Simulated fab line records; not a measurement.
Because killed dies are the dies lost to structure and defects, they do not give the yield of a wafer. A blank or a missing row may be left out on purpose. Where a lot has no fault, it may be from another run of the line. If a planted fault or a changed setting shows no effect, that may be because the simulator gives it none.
Lot-split experiment / flow n5_finfet / 21 wafers read across 7 lots, on a route 1938 steps long

## SPLIT DETAILS
At N5_BEOL_M14_EXPOSE_25 (exposes mask M14, target cd 280 nm), the setting dose_mj was moved away from the recipe's 26.6 on 8 of the 21 wafers read, by -5.7% to +6.7%. All remaining wafers had this setting at the recipe value.

## FROM THE SPLIT TO THE READING: what the file shows between them, 3 steps
- N5_BEOL_M14_PEB_26: peb time 90 s
- N5_BEOL_M14_DEVELOP_27: develop time 45 s
- N5_BEOL_M14_HARDBAKE_32: time 120 s

## THE READING
At N5_BEOL_M14_CD_MEAS_28: cd_nm in nanometres, against a target cd of 284.4 nm. A value of 283.5 nm with a standard deviation of 1.7 nm is what fault-free wafers of this fab line usually give.

wafer=L076.1; tool, chamber at the split=krf_scanner-01, 0; dose_mj as run=26.6; against the recipe=recipe; cd_nm, nm=280.8; against lot-mates on the recipe=-
wafer=L076.2; tool, chamber at the split=krf_scanner-01, 0; dose_mj as run=26.6; against the recipe=recipe; cd_nm, nm=283.8; against lot-mates on the recipe=-
wafer=L076.4; tool, chamber at the split=krf_scanner-01, 0; dose_mj as run=27.9; against the recipe=+4.9%; cd_nm, nm=290.9; against lot-mates on the recipe=+8.6
wafer=L079.1; tool, chamber at the split=krf_scanner-01, 0; dose_mj as run=28.37; against the recipe=+6.7%; cd_nm, nm=295.0; against lot-mates on the recipe=+11.5
wafer=L079.3; tool, chamber at the split=krf_scanner-01, 0; dose_mj as run=26.6; against the recipe=recipe; cd_nm, nm=285.7; against lot-mates on the recipe=-
wafer=L079.6; tool, chamber at the split=krf_scanner-01, 0; dose_mj as run=26.6; against the recipe=recipe; cd_nm, nm=281.3; against lot-mates on the recipe=-
wafer=L083.3; tool, chamber at the split=krf_scanner-01, 0; dose_mj as run=25.09; against the recipe=-5.7%; cd_nm, nm=273.1; against lot-mates on the recipe=no lot-mate on the recipe
wafer=L083.5; tool, chamber at the split=krf_scanner-01, 0; dose_mj as run=25.09; against the recipe=-5.7%; cd_nm, nm=271.3; against lot-mates on the recipe=no lot-mate on the recipe
wafer=L083.6; tool, chamber at the split=krf_scanner-01, 0; dose_mj as run=25.09; against the recipe=-5.7%; cd_nm, nm=272.9; against lot-mates on the recipe=no lot-mate on the recipe
wafer=L088.2; tool, chamber at the split=krf_scanner-02, 0; dose_mj as run=26.6; against the recipe=recipe; cd_nm, nm=282.9; against lot-mates on the recipe=-
wafer=L088.3; tool, chamber at the split=krf_scanner-02, 0; dose_mj as run=26.6; against the recipe=recipe; cd_nm, nm=284.9; against lot-mates on the recipe=-
wafer=L088.4; tool, chamber at the split=krf_scanner-02, 0; dose_mj as run=26.6; against the recipe=recipe; cd_nm, nm=284.6; against lot-mates on the recipe=-
wafer=L091.1; tool, chamber at the split=krf_scanner-02, 0; dose_mj as run=28.02; against the recipe=+5.3%; cd_nm, nm=291.6; against lot-mates on the recipe=+7.1
wafer=L091.4; tool, chamber at the split=krf_scanner-02, 0; dose_mj as run=26.6; against the recipe=recipe; cd_nm, nm=284.1; against lot-mates on the recipe=-
wafer=L091.5; tool, chamber at the split=krf_scanner-02, 0; dose_mj as run=26.6; against the recipe=recipe; cd_nm, nm=285.0; against lot-mates on the recipe=-
wafer=L096.3; tool, chamber at the split=krf_scanner-01, 0; dose_mj as run=26.6; against the recipe=recipe; cd_nm, nm=285.7; against lot-mates on the recipe=-
wafer=L096.5; tool, chamber at the split=krf_scanner-01, 0; dose_mj as run=25.57; against the recipe=-3.9%; cd_nm, nm=278.3; against lot-mates on the recipe=-7.4
wafer=L096.6; tool, chamber at the split=krf_scanner-01, 0; dose_mj as run=25.57; against the recipe=-3.9%; cd_nm, nm=280.2; against lot-mates on the recipe=-5.5
wafer=L097.2; tool, chamber at the split=krf_scanner-01, 0; dose_mj as run=26.6; against the recipe=recipe; cd_nm, nm=284.5; against lot-mates on the recipe=-
wafer=L097.4; tool, chamber at the split=krf_scanner-01, 0; dose_mj as run=26.6; against the recipe=recipe; cd_nm, nm=285.5; against lot-mates on the recipe=-
wafer=L097.5; tool, chamber at the split=krf_scanner-01, 0; dose_mj as run=26.6; against the recipe=recipe; cd_nm, nm=284.5; against lot-mates on the recipe=-

FIT RESULTS
A straight line over all 21 wafers: cd_nm changes by +1.7 nm for each +1% of dose_mj; r = +0.96; the points scatter about the line by 1.7 nm.
The same after taking each lot's own level away (the mean of its wafers on the recipe; 18 wafers): +1.63 nm for each +1%; r = +0.97; scatter 1.2 nm.
On that fit, the largest move of dose_mj shifts the reading by 11 nm.
Measured against the standard deviation above, the lots' own levels, which go from 282.30 to 285.70 nm, span 2.0 times it.
The two slopes agree, so the slope changes little with the lot-to-lot level.
Check: +10.4 nm against its lot-mates is what the line predicts for one of the wafers moved furthest among these (+6.7%) when that wafer is left out of the fit. It came out at +11.5 nm against them.

## ADDITIONAL SPLITS CARRIED BY THESE WAFERS
Before the reading, these wafers also passed through other splits. Each is held against what the fit with the lots' levels taken away leaves over:
other split on the same wafers=N5_BEOL_M12_CMP_49 down_force_psi; wafers away from the commonest value=8; r with cd_nm (lot level and that fit taken away)=-0.50
other split on the same wafers=N5_BEOL_M13_ILD_DEP_00 time_s; wafers away from the commonest value=6; r with cd_nm (lot level and that fit taken away)=+0.12
other split on the same wafers=N5_BEOL_M14_ILD_DEP_00 temp_c; wafers away from the commonest value=12; r with cd_nm (lot level and that fit taken away)=+0.06

## THE WHOLE CHAIN: every reading that the file lists as answering this split, in the file's order
step=N5_BEOL_M14_CD_MEAS_28; what it does=target cd 284.4 nm; reading=cd_nm; change (the file's fit)=+1.62 nm for each +1% of the setting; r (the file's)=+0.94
step=N5_BEOL_M14_DESCUM_33; what it does=chemistry O2, time 7.9 s; reading=BEOL_M14.cd_nm (the simulator's own value, which no gauge read); change (the file's fit)=+1.64 nm for each +1% of the setting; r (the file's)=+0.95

## THE FILE'S OWN FIT
cd_nm changes by +1.62 nm for each +1% of dose_mj, r = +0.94.
